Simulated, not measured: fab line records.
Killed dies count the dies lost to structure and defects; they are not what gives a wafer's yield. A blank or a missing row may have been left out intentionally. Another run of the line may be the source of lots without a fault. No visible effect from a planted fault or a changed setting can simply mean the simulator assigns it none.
Lot-split experiment -- flow n5Finfet -- 39 wafers read across 7 lots, on a route 1938 steps long

== ABOUT THE SPLIT ==
At N5_SD_EPI_N_ETCH_16 (etches SiO2 in CHF3/O2, target depth 5 nm), the setting targetDepthA was moved away from the recipe's 50 angstrom on 15 of the 39 wafers read, by -10.1% to +11.9%. All remaining wafers had this setting at the recipe value.

The reading comes from the split's own step.

== THE READING ==
etch.depthNm (the simulator's own value, which no gauge read), in nm, at N5_SD_EPI_N_ETCH_16 (etches SiO2 in CHF3/O2, target depth 5 nm). No usual value for it is given in the file. Here, 24 wafers ran the recipe; their average is 4.981 nm with a standard deviation of 0.12 nm.

wafer,"tool, chamber at the split","targetDepthA as run, angstrom",against the recipe,"etch.depthNm, nm",against lot-mates on the recipe
L081.1,"rieDiel-03, 0",50,recipe,4.971,-
L081.2,"rieDiel-03, 3",47.81,-4.4%,4.591,-0.391
L081.3,"rieDiel-03, 2",50,recipe,5.156,-
L081.4,"rieDiel-03, 1",47.81,-4.4%,4.757,-0.225
L081.5,"rieDiel-03, 3",50,recipe,4.819,-
L081.6,"rieDiel-03, 0",47.81,-4.4%,4.761,-0.221
L082.1,"rieDiel-05, 0",50,recipe,5.057,-
L082.2,"rieDiel-05, 1",50,recipe,4.95,-
L082.3,"rieDiel-05, 3",50,recipe,5.026,-
L082.4,"rieDiel-05, 2",50,recipe,4.916,-
L082.5,"rieDiel-05, 2",50,recipe,4.9,-
L082.6,"rieDiel-05, 1",50,recipe,5.002,-
L083.1,"rieDiel-01, 3",50,recipe,4.902,-
L083.2,"rieDiel-01, 2",45.92,-8.2%,4.506,-0.396
L083.3,"rieDiel-01, 1",50,recipe,4.892,-
L083.4,"rieDiel-01, 0",45.92,-8.2%,4.36,-0.542
L083.5,"rieDiel-01, 3",45.92,-8.2%,4.486,-0.416
L083.6,"rieDiel-01, 2",50,recipe,4.912,-
L088.1,"rieDiel-01, 0",44.97,-10.1%,4.36,-0.682
L088.2,"rieDiel-01, 2",44.97,-10.1%,4.444,-0.598
L088.3,"rieDiel-01, 3",50,recipe,5.011,-
L088.4,"rieDiel-01, 1",50,recipe,5.044,-
L088.5,"rieDiel-01, 1",50,recipe,5.071,-
L088.6,"rieDiel-01, 2",44.97,-10.1%,4.441,-0.601
L092.1,"rieDiel-01, 2",50,recipe,4.853,-
L092.2,"rieDiel-01, 3",55.94,+11.9%,5.456,+0.583
L092.3,"rieDiel-01, 1",50,recipe,4.919,-
L092.4,"rieDiel-01, 2",50,recipe,4.848,-
L092.5,"rieDiel-01, 1",55.94,+11.9%,5.499,+0.626
L092.6,"rieDiel-01, 3",55.94,+11.9%,5.454,+0.581
L094.2,"rieDiel-03, 2",50,recipe,5.282,-
L094.4,"rieDiel-03, 2",50,recipe,5.317,-
L094.6,"rieDiel-03, 0",50,recipe,4.957,-
L095.1,"rieDiel-01, 0",55.9,+11.8%,5.525,+0.610
L095.2,"rieDiel-01, 3",50,recipe,4.94,-
L095.3,"rieDiel-01, 1",50,recipe,4.874,-
L095.4,"rieDiel-01, 0",55.9,+11.8%,5.518,+0.603
L095.5,"rieDiel-01, 3",50,recipe,4.931,-
L095.6,"rieDiel-01, 1",55.9,+11.8%,5.426,+0.511

FIT RESULTS
A straight line over all 39 wafers: etch.depthNm changes by +0.0494 nm for each +1% of targetDepthA; r = +0.94; the points scatter about the line by 0.11 nm.
The same after taking each lot's own level away (the mean of its wafers on the recipe; 39 wafers): +0.0537 nm for each +1%; r = +0.97; scatter 0.08 nm.
Per that fit: largest targetDepthA move, reading shift of 0.64 nm.
The lots' own levels span 4.8733 to 5.1853 nm, that is 2.5 times the standard deviation above.
Consequently the slope shifts little with the lot-to-lot level, the two slopes agreeing.
Check: for one of the wafers moved furthest among these (+11.9%), held out of the fit, the line's prediction against its lot-mates is +0.624 nm. It came out at +0.583 nm against them.

== THE FILE'S OWN FIT ==
etch.depthNm changes by +0.0536 nm for each +1% of targetDepthA, r = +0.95.
